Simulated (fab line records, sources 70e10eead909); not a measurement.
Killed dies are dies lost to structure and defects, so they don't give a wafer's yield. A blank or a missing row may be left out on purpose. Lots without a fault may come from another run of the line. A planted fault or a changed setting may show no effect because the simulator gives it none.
fab line records | flow nand_harc
record lots=14 wafers=42 last_day=25
route steps=1159 shown P_STI@90 P_GATE@142
lots that met no fault: from a run of the same line without faults
start_h: hours from the record's first day to the start of the lot's first wafer shown | wait_h: hours since the lot's step before | " the same as in the row above | L1.1+2: a row that stands for several wafers | - no value, or no start given | * or withheld: withheld | < > ~ a bound
route shown NAME@n: a module of which the file shows steps, and the number in the route of the first | usual: mean/standard deviation of fault-free wafers | same: alike in all rows | chamber/n: place in a boat | sites: the reading at each site | _std_site: their standard deviation | _edge_site: outer sites' mean less inner sites' | radius_mm: how far each site lies from the wafer's centre | mask NAME#n: copy n | behind: the tool/chamber that last shaped the wafer | hold: why the lot was held/for how many hours/how that ended | device: the transistor (n, p or np) that didn't switch | end of line: the same wafers' tests at the end of the route | a step without rows: its recipe alone | killed: dies lost to structure and defects at the first sort, not the wafer's yield | map: a wafer's dies, x killed, . not, _ none there
set.NAME: the setting as run; set.NAME@STEP: as run at that earlier step | model.NAME: the simulator's own value behind a step, which no gauge read
steps of the route over a sample of lots; a table a step, a row a wafer
services: from which hour (start_h, from the record's first day; less than 0 if before it) a tool's chamber was out of use, for how many hours, and why
## steps
# step NHARC_P_STI_ETCH_15
# recipe target_depth_a=3000 taper_deg=4 time_s=100.1 hbr_flow_sccm=150 cl2_flow_sccm=50 rf_w=400 icp_w=400 bias_w=100 chemistry=HBr/Cl2
# usual drypump_motor_current_A=5.7/0.47 oes_product_au=1.000/0.012 throttle_valve_pct=26.406/0.0088
# columns lot.wafer tool chamber start_h wait_h drypump_motor_current_A oes_product_au rf_hours_counter_h throttle_valve_pct
L658.3 rie_si-06 3 37.12 - 5.1 1.002 0.2 26.405
L658.4 " 1 " " 6.0 1.010 0.1 26.413
L658.5 " 3 " " 5.1 1.011 - 26.409
L659.4 rie_si-01 3 41.92 - 6.4 0.985 0.5 26.416
L659.3 " 0 " " 5.9 1.012 0.6 26.413
L659.5 " 0 " " 5.9 1.013 - 26.403
L661.1 rie_si-01 0 50.05 - 5.9 1.007 0.7 26.409
L661.2 " 2 " " 5.9 1.003 0.5 26.417
L661.5 " 1 " " 5.6 1.005 - 26.418
L660.3 rie_si-04 3 50.12 - 5.0 0.981 0.9 26.416
L660.1 " 2 " " 6.0 1.005 0.9 26.395
L660.4 " 2 " " 6.0 1.008 - 26.404
L662.2 rie_si-04 3 60.04 - 5.0 0.978 1.1 26.414
L662.1 " 1 " " 5.2 1.016 0.9 26.389
L662.4 " 2 " " 6.0 0.997 - 26.391
L663.4 rie_si-06 2 71.00 - 6.1 1.016 0.4 26.397
L663.2 " 3 " " 5.0 1.010 0.4 26.399
L663.5 " 1 " " 6.0 1.003 - 26.398
L664.2 rie_si-04 2 71.82 - 6.0 1.003 1.2 26.421
L664.3 " 3 " " 5.0 0.979 1.2 26.414
L664.5 " 1 " " 5.1 1.021 - 26.403
L666.3 rie_si-04 1 82.75 - 5.1 1.011 1.1 26.416
L666.6 " 2 " " 6.0 0.993 - 26.401
L666.5 " 3 " " 5.0 0.979 - 26.386
L665.4 rie_si-01 2 82.94 - 5.9 1.001 0.7 26.418
L665.5 " 2 " " 5.9 1.011 - 26.415
L665.6 " 3 " " 6.4 0.994 - 26.403
L674.2 rie_si-01 2 137.74 - 5.9 1.000 0.0 26.393
L674.5 " 0 " " 5.9 0.988 - 26.402
L674.6 " 1 " " 5.6 1.002 - 26.408
L676.1 rie_si-04 1 145.75 - 5.1 1.012 0.4 26.402
L676.3 " 2 " " 6.0 0.992 0.4 26.389
L676.4 " 2 " " 6.0 1.007 - 26.404
L677.1 rie_si-01 1 154.81 - 5.6 1.004 0.2 26.411
L677.2 " 2 " " 5.9 1.000 0.2 26.402
L677.5 " 2 " " 5.9 0.999 - 26.390
L678.3 rie_si-04 2 154.97 - 6.0 0.998 0.5 26.395
L678.2 " 3 " " 5.0 0.977 0.5 26.386
L678.1 " 1 " " 5.2 1.014 0.5 26.408
L680.2 rie_si-01 3 171.04 - 6.4 1.002 0.2 26.408
L680.3 " 1 " " 5.5 0.995 0.3 26.410
L680.6 " 3 " " 6.4 1.009 - 26.392
# step NHARC_P_GATE_OVL_MEAS_27
# usual overlay_x_nm=0.1/0.83 overlay_y_nm=0.0/0.91
# columns lot.wafer tool chamber start_h wait_h overlay_x_nm overlay_y_nm
L658.3 overlay-01 - 90.20 - 1.2 0.5
L658.4 " - " " 0.9 0.9
L658.5 " - " " 1.1 0.2
L659.3 overlay-02 - 94.63 - 0.4 0.4
L659.4 " - " " 1.0 0.2
L659.5 " - " " 1.1 0.3
L660.1 overlay-01 - 100.20 - -0.9 0.1
L660.3 " - " " -0.3 0.8
L660.4 " - " " -0.7 0.4
L661.1 overlay-02 - 100.35 - -0.5 -1.2
L661.2 " - " " -0.3 -1.1
L661.5 " - " " -0.4 -1.0
L662.1 overlay-02 - 110.43 - 2.1 -0.8
L662.2 " - " " 2.5 -1.2
L662.4 " - " " 1.8 -1.0
L664.2 overlay-01 - 124.77 - 0.9 -0.1
L664.3 " - " " 1.1 1.1
L664.5 " - " " 0.3 0.7
L663.2 overlay-01 - 125.51 - -0.8 1.2
L663.4 " - " " -0.6 1.2
L663.5 " - " " -0.7 1.2
L666.3 overlay-02 - 135.25 - -0.5 1.1
L666.5 " - " " -0.3 0.4
L666.6 " - " " -0.5 1.1
L665.4 overlay-01 - 135.41 - -0.5 1.4
L665.5 " - " " -0.2 1.2
L665.6 " - " " -0.2 0.9
L674.2 overlay-01 - 194.39 - 0.5 -1.3
L674.5 " - " " 0.3 -1.4
L674.6 " - " " 0.6 -1.7
L676.1 overlay-01 - 196.87 - 1.0 -0.6
L676.3 " - " " 1.3 -1.0
L676.4 " - " " 0.7 -1.4
L677.1 overlay-01 - 205.90 - -1.5 0.3
L677.2 " - " " -1.3 0.5
L677.5 " - " " -0.7 0.1
L678.1 overlay-02 - 206.08 - -0.7 0.6
L678.2 " - " " -1.2 0.8
L678.3 " - " " -1.2 0.0
L680.2 overlay-01 - 224.71 - 0.3 -0.7
L680.3 " - " " 0.1 -0.7
L680.6 " - " " 0.6 -1.1
# step NHARC_P_GATE_PEB_57
# recipe peb_temp_c=118 peb_time_s=85
# usual chill_plate_temp_C=23.00/0.093 exhaust_pa=44.9/0.82
# columns lot.wafer tool chamber start_h wait_h chill_plate_temp_C exhaust_pa
L658.3 litho_track-03 0 103.73 0.1 22.94 44.0
L658.4 " 0 " " 23.17 44.7
L658.5 " 0 " " 23.04 43.8
L659.3 litho_track-05 0 108.40 0.1 22.95 43.9
L659.4 " 0 " " 22.95 44.7
L659.5 " 0 " " 23.07 44.5
L660.1 litho_track-03 0 113.98 0.1 23.02 45.7
L660.3 " 0 " " 23.07 45.4
L660.4 " 0 " " 22.96 44.9
L661.1 litho_track-03 0 114.19 0.1 23.07 44.2
L661.2 " 0 " " 22.92 45.4
L661.5 " 0 " " 22.95 46.5
L662.1 litho_track-03 0 124.13 0.1 23.02 45.0
L662.2 " 0 " " 23.06 44.2
L662.4 " 0 " " 23.09 45.7
L664.2 litho_track-05 0 138.34 0.1 23.09 44.9
L664.3 " 0 " " 23.04 45.5
L664.5 " 0 " " 23.11 44.7
L663.2 litho_track-03 0 139.92 0.1 23.06 46.5
L663.4 " 0 " " 23.13 46.0
L663.5 " 0 " " 22.89 45.5
L665.4 litho_track-07 - 148.97 0.0 - -
L665.5 " - " " - -
L665.6 " - " " - -
L666.3 litho_track-03 - 155.37 0.1 - -
L666.5 " - " " - -
L666.6 " - " " - -
L674.2 litho_track-07 0 208.14 0.1 23.14 45.2
L674.5 " 0 " " 23.12 45.6
L674.6 " 0 " " 23.08 46.3
L676.1 litho_track-05 0 211.38 0.1 23.18 44.6
L676.3 " 0 " " 23.10 45.1
L676.4 " 0 " " 23.25 45.5
L677.1 litho_track-05 0 220.00 0.1 23.14 45.9
L677.2 " 0 " " 23.04 44.8
L677.5 " 0 " " 23.05 44.0
L678.1 litho_track-07 0 220.25 0.1 22.91 44.5
L678.2 " 0 " " 22.96 45.1
L678.3 " 0 " " 23.04 44.4
L680.2 litho_track-07 0 238.29 0.1 22.95 44.1
L680.3 " 0 " " 23.01 45.8
L680.6 " 0 " " 23.13 46.8
# step NHARC_P_GATE_STRIP_113
# recipe power_w=1500 temp_c=110 time_s=740 chemistry=N2/H2
# usual drypump_motor_current_A=5.8/0.42 heater_power_w=88/9.8 temp_c=110.00/0.15
# columns lot.wafer tool chamber start_h wait_h drypump_motor_current_A heater_power_w rf_hours_counter_h temp_c
L658.4 plasma_asher-02 0 106.55 0.6 6.1 82 - 110.02
L658.3 " 1 " " 5.6 93 - 109.92
L658.5 " 1 " " 5.6 92 - 109.97
L659.4 plasma_asher-01 1 111.82 0.3 6.3 103 - 109.79
L659.3 " 0 " " 5.2 75 - 110.06
L659.5 " 1 " " 6.3 100 - 109.52
L660.1 plasma_asher-01 1 116.43 0.3 6.3 101 2 110.04
L660.4 " 0 " " 5.2 74 - 109.87
L660.3 " 1 " " 6.2 101 - 110.21
L661.2 plasma_asher-02 1 116.60 0.2 5.6 90 37 109.90
L661.1 " 0 " " 6.1 82 37 109.97
L661.5 " 0 " " 6.1 81 - 110.04
L662.1 plasma_asher-01 0 126.46 0.2 5.2 76 5 110.24
L662.2 " 1 " " 6.3 102 5 110.06
L662.4 " 0 " " 5.2 75 - 110.13
L664.2 plasma_asher-02 1 140.88 0.2 5.6 94 43 110.05
L664.3 " 0 " " 6.1 81 - 109.97
L664.5 " 1 " " 5.6 93 - 109.81
L663.2 plasma_asher-02 1 142.25 0.2 5.6 93 44 109.97
L663.4 " 1 " " 5.6 92 - 110.01
L663.5 " 0 " " 6.1 81 - 110.11
L665.4 plasma_asher-02 0 151.65 0.5 6.1 82 - 110.02
L665.6 " 1 " " 5.6 92 - 110.10
L665.5 " 0 " " 6.1 79 - 109.72
L666.3 plasma_asher-01 1 157.99 0.4 6.2 102 - 109.95
L666.6 " 1 " " 6.2 101 - 110.04
L666.5 " 0 " " 5.2 75 - 110.19
L674.2 plasma_asher-01 1 210.74 0.2 6.3 102 32 109.96
L674.6 " 1 " " 6.3 101 - 110.04
L674.5 " 0 " " 5.3 76 - 110.01
L676.1 plasma_asher-01 1 213.89 0.3 6.3 101 34 110.12
L676.4 " 1 " " 6.3 102 - 109.91
L676.3 " 0 " " 5.2 77 - 110.24
L677.2 plasma_asher-01 1 222.40 0.2 6.3 101 37 110.07
L677.1 " 0 " " 5.2 77 37 109.97
L677.5 " 0 " " 5.2 76 - 109.93
L678.1 plasma_asher-02 1 222.63 0.2 5.6 89 10 110.36
L678.2 " 0 " " 6.1 82 10 109.84
L678.3 " 0 " " 6.1 81 - 109.66
L680.2 plasma_asher-02 0 240.75 0.3 6.1 84 16 110.07
L680.3 " 1 " " 5.6 92 - 109.92
L680.6 " 1 " " 5.6 90 - 110.26
## services
# columns tool chamber start_h hours kind
litho_track-07 - 14.00 7.0 pm
plasma_asher-02 0 15.00 - clean
plasma_asher-02 1 15.00 - clean
rie_si-04 1 25.35 7.9 repair
rie_si-04 0 35.75 125.9 repair
litho_track-03 - 38.00 7.0 pm
rie_si-01 - 55.90 0.5 repair
rie_si-04 - 61.39 0.1 repair
litho_track-05 - 62.00 7.0 pm
rie_si-01 - 74.00 0.3 repair
rie_si-04 - 99.00 9.0 pm
plasma_asher-01 - 100.99 9.0 pm
plasma_asher-01 0 100.99 9.0 vent_cycle
rie_si-01 - 127.00 9.0 pm
rie_si-06 - 139.96 0.6 repair
rie_si-01 - 157.52 2.4 repair
rie_si-04 - 159.15 1.9 repair
plasma_asher-02 - 172.30 1.2 repair
plasma_asher-02 - 183.00 9.0 pm
rie_si-06 - 183.03 9.0 pm
litho_track-07 - 189.00 7.0 pm
rie_si-01 1 200.04 6.6 repair
litho_track-03 - 213.00 7.0 pm
litho_track-05 - 237.00 7.0 pm
## key
first_sign step=NHARC_P_GATE_PEB_57 reading=tool_record direction=missing
effect none on later readings
met_at NHARC_P_GATE_PEB_57
struck_lots L665,L666
later_rows_left_out L665.4,L665.5,L665.6,L666.3,L666.5,L666.6
sort_left_out L665.4,L665.5,L665.6,L666.3,L666.5,L666.6
tester_left_out L665,L666
not_acting_at NHARC_P_STI_ETCH_15,NHARC_P_GATE_OVL_MEAS_27,NHARC_P_GATE_STRIP_113
onset_between 139.92 148.97
fault kind=skipped_step_whole tool=litho_track-03,litho_track-07 chamber=- onset_h=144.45 steps=NHARC_P_GATE_PEB_57 scope=struck_lots_only
# tester_left_out: of these lots the tester's yield and bins aren't shown, on N5 and GAA mostly nor the transistor test; their killed dies are dies lost to structure and defects alone, not to doping, threshold or leakage, so they don't give the yield
# sort_left_out: the simulated sort isn't trusted on such a fault, so these wafers' sort isn't shown, and their yield isn't known
# later_rows_left_out: the simulator's readings of these wafers behind a module that went badly wrong aren't trusted and aren't shown, but for the sort
